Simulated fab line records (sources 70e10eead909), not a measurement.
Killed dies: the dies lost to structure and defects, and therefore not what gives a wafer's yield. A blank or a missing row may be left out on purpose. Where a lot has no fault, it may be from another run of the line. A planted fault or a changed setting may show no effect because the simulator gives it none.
What tool caused it? ; flow nand-harc ; 24 lots, 72 wafers sampled, at 1 step of a route of 1159

## WHAT EACH GAUGE READ, for each wafer
NHARC_A_CONTACT_OVL_MEAS_43. Usual: overlay-x-nm -0.2 nm, standard deviation 0.74; overlay-y-nm 0.0 nm, standard deviation 0.95.
lot;measured;on;overlay-x-nm (nm);overlay-y-nm (nm);flag
L074;day 16 09:32;overlay-01;0.7 -0.7 0.2;0.7 0.2 0.7;
L077;day 16 12:08;overlay-01;-0.3 0.4 0.2;1.3 1.9 1.9;
L075;day 16 15:17;overlay-01;0.2 0.0 -0.4;-0.7 -0.4 -1.0;
L076;day 16 19:41;overlay-02;0.2 -0.3 0.5;0.0 -0.1 -0.1;
L078;day 17 00:37;overlay-01;0.7 0.7 0.3;-0.6 -1.1 -1.3;
L079;day 17 20:28;overlay-01;-0.9 -1.0 -0.9;-1.2 -1.9 -0.9;
L084;day 18 02:43;overlay-01;-0.9 -0.5 -0.9;-1.0 -0.6 -0.3;
L080;day 18 08:29;overlay-02;-1.2 -0.9 -0.9;1.1 0.8 0.9;
L082;day 18 15:11;overlay-02;-1.3 -0.9 -0.8;-0.3 0.1 -0.6;
L083;day 18 16:55;overlay-02;-0.7 -0.4 -0.9;-1.1 -1.0 -0.5;
L081;day 18 19:59;overlay-02;-1.4 -0.3 -0.6;-1.3 -0.3 -0.1;
L085;day 19 05:09;overlay-01;1.4 1.8 1.3;-0.9 -0.4 -1.3;
L086;day 19 05:21;overlay-02;-1.0 -1.2 -0.9;0.2 0.1 0.5;
L087;day 19 09:16;overlay-02;-0.4 -1.1 0.0;-0.2 0.3 -0.4;
L088;day 19 18:44;overlay-01;1.3 0.9 1.2;-0.6 -0.3 -0.4;
L091;day 20 05:47;overlay-02;0.1 -0.4 0.0;1.2 0.6 1.1;
L089;day 20 05:56;overlay-02;-0.1 0.0 0.2;-0.7 -1.3 -1.1;
L090;day 20 13:05;overlay-01;-0.1 0.4 0.3;1.6 0.6 1.3;
L092;day 20 13:25;overlay-02;-0.2 0.5 0.4;0.6 1.1 0.5;
L093;day 20 20:01;overlay-02;-0.5 0.5 0.4;0.8 0.5 0.5;
L094;day 20 20:56;overlay-02;0.7 0.2 0.5;1.0 0.9 1.1;
L095;day 22 01:01;overlay-01;0.4 0.7 0.7;-0.4 -0.6 -0.4;
L097;day 22 03:25;overlay-02;-0.8 -0.9 -1.4;1.7 1.5 1.9;
L096;day 22 07:33;overlay-01;-0.5 0.0 -0.6;-1.4 -0.9 -1.1;

## WHICH TOOL RAN EACH LOT (tool, then ch and the chambers of the sampled wafers, then the start)
The record shows no process step preceding these readings.

## AS READ BY THE TOOLS THEMSELVES (means over the sampled wafers that have a number; for cases with no such wafer, the mark the record gives instead)
The record holds no such reading with a usual standard deviation.

## THE ANSWER, worked out from the rows above alone
Rule: lot off if the mean of its wafers having a number is beyond 3 standard deviations from the usual mean. Also off: a lot with no number at a reading for which 4 or more lots have one. All remaining lots with rows at the step are treated as sound. After the gauges, taken in route order, come the tools' own readings; for these a lot's mean is taken, as printed above. At the first step where some lot is off, the reading lying furthest off is the one used; lots without a number count as furthest.
No lot is off on any of the readings shown, so nothing can be concluded from this.

## WHAT THE SIMULATOR HAD PUT IN
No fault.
